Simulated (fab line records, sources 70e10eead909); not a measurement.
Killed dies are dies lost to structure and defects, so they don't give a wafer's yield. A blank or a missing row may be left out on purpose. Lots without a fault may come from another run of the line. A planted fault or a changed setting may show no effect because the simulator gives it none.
Which tool did it? | flow nand_harc | 24 lots, 72 wafers sampled, at 1 step of a route of 1159

WHAT THE GAUGES READ, wafer by wafer
NHARC_A_CONTACT_OVL_MEAS_70.
lot  | measured     | on         | overlay_x_nm (nm) | overlay_y_nm (nm)
L074 | day 16 08:24 | overlay-02 | 1.1 0.7 0.4       | 0.4 0.1 -0.2
L076 | day 17 10:46 | overlay-02 | 0.1 -0.2 0.1      | 0.3 0.4 0.4
L077 | day 17 10:58 | overlay-02 | -0.1 -0.3 -0.1    | -0.4 -1.0 -1.0
L075 | day 17 16:34 | overlay-02 | -1.8 -1.4 -1.9    | 1.4 1.3 1.5
L079 | day 18 05:44 | overlay-02 | -0.6 -0.8 -0.4    | -0.8 -0.1 -0.2
L078 | day 18 11:05 | overlay-02 | 1.1 0.4 0.9       | -0.1 -0.4 0.3
L081 | day 18 15:02 | overlay-01 | 0.6 0.4 0.5       | -1.6 -1.3 -1.7
L080 | day 19 03:50 | overlay-01 | -0.2 0.2 0.1      | 0.3 0.7 0.4
L082 | day 19 12:47 | overlay-02 | -1.0 -1.2 -0.5    | 0.7 0.4 0.5
L084 | day 19 13:13 | overlay-02 | -1.0 -1.4 -0.6    | -0.5 -0.3 0.0
L083 | day 19 17:53 | overlay-02 | 0.4 -0.6 -0.4     | -1.1 -1.1 -1.3
L085 | day 19 18:46 | overlay-02 | -0.5 -0.5 -0.7    | -0.1 0.3 -0.4
L087 | day 19 23:03 | overlay-02 | -1.6 -1.6 -1.1    | 0.1 0.4 0.2
L089 | day 20 00:04 | overlay-02 | -0.5 -0.3 -0.8    | 0.9 0.6 0.5
L090 | day 20 04:49 | overlay-01 | -0.3 -0.7 -0.1    | 1.4 0.8 1.0
L086 | day 20 06:13 | overlay-02 | 0.4 0.2 0.3       | -1.3 -0.6 -0.1
L091 | day 20 08:43 | overlay-01 | -1.1 -0.6 -1.1    | 0.4 0.2 0.4
L088 | day 20 11:25 | overlay-01 | -0.8 -0.1 -0.8    | -0.1 -0.1 -0.5
L092 | day 21 04:50 | overlay-01 | -0.6 -0.7 -0.6    | 0.7 0.3 0.7
L093 | day 21 10:43 | overlay-01 | 0.4 0.6 0.2       | 0.2 -0.5 -0.4
L096 | day 21 21:04 | overlay-02 | 1.0 1.3 1.5       | 2.3 1.5 2.1
L094 | day 22 03:47 | overlay-02 | 0.5 0.3 0.5       | -0.2 -0.9 -0.6
L095 | day 22 06:20 | overlay-01 | 0.0 -0.3 -0.4     | 1.1 1.0 0.6
L097 | day 22 13:02 | overlay-01 | -0.2 -0.7 -0.6    | -1.6 -1.2 -0.5

WHICH TOOL RAN EACH LOT (tool, then ch and the chambers of the sampled wafers, then the start)
The record holds no process step before these readings.

WHAT THE TOOLS THEMSELVES READ (means of the sampled wafers that have a number; where no wafer has one, the mark that the record gives instead)
The record holds no such reading with a usual standard deviation.

THE ANSWER, worked out from the rows above alone
Rule: what is usual is taken from the lots themselves. Put in order of their means at a reading, lots are off if they are a third of the lots or fewer, leave a main group of 4 or more, and stand apart from it by a gap of 3 or more times the standard deviation of the main group's means; of several such gaps the widest counts. A main group whose means are all the same, to the digits that the tables above print for the reading, isn't used. A lot without any number at a reading at which 4 lots or more have one is off too. The other lots that the step has rows for count as sound. The gauges are gone through in route order, then the tools' own readings, and for those a lot's mean is taken as printed above. The first step at which some lot is off is used, and at that step the reading that is off furthest; a lot without a number counts as furthest.
No lot is off at any reading shown: from this, nothing can be told.

WHAT THE SIMULATOR HAD PUT IN
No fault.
